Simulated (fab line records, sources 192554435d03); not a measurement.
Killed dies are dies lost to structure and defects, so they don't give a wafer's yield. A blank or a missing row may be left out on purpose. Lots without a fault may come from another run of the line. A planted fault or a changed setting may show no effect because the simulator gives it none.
Chamber matching | flow n5_finfet | N5_BEOL_M5_ETCH_61 on rie_diel-03: 4 sister chambers
The step etches SiARC in CF4, target depth 15.6 nm, time 26 s. 4 wafers are shown with their chamber, then 7 later ones without.

WAFERS WITH THEIR CHAMBER
wafer  | chamber | drypump_motor_current_A (A)
L086.3 | 3       | 6.4
L086.6 | 1       | 5.9
L089.1 | 0       | 5.2
L089.2 | 2       | 6.0

WAFERS WITHOUT THEIR CHAMBER
wafer  | drypump_motor_current_A (A)
L089.5 | 6.5
L094.1 | 5.9
L094.3 | 5.9
L094.4 | 6.4
L096.1 | 5.9
L096.5 | 6.0
L096.6 | 6.4

WHICH CHAMBER EACH WENT THROUGH
wafer  | from the rows above | in truth
L089.5 | 3                   | 3
L094.1 | 1                   | 1
L094.3 | 1                   | 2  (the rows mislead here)
L094.4 | 3                   | 3
L096.1 | 1                   | 1
L096.5 | 2                   | 2
L096.6 | 3                   | 3
Placed correctly: 6 of 7. Can't be placed from these rows: 0. Placed wrongly: 1.
How it was worked out, from the rows above alone: a wafer's distance from a chamber is the root of the sum, over the readings, of the square of ((its reading less the chamber's mean) divided by the reading's scatter). The wafer belongs to the nearest chamber; if the next one is less than 2 further off, it can't be placed. A chamber's mean is the mean of its shown wafers. The scatter: with one shown wafer a chamber, the root of the mean of the squares of how far each hidden wafer lies from its nearest shown one.
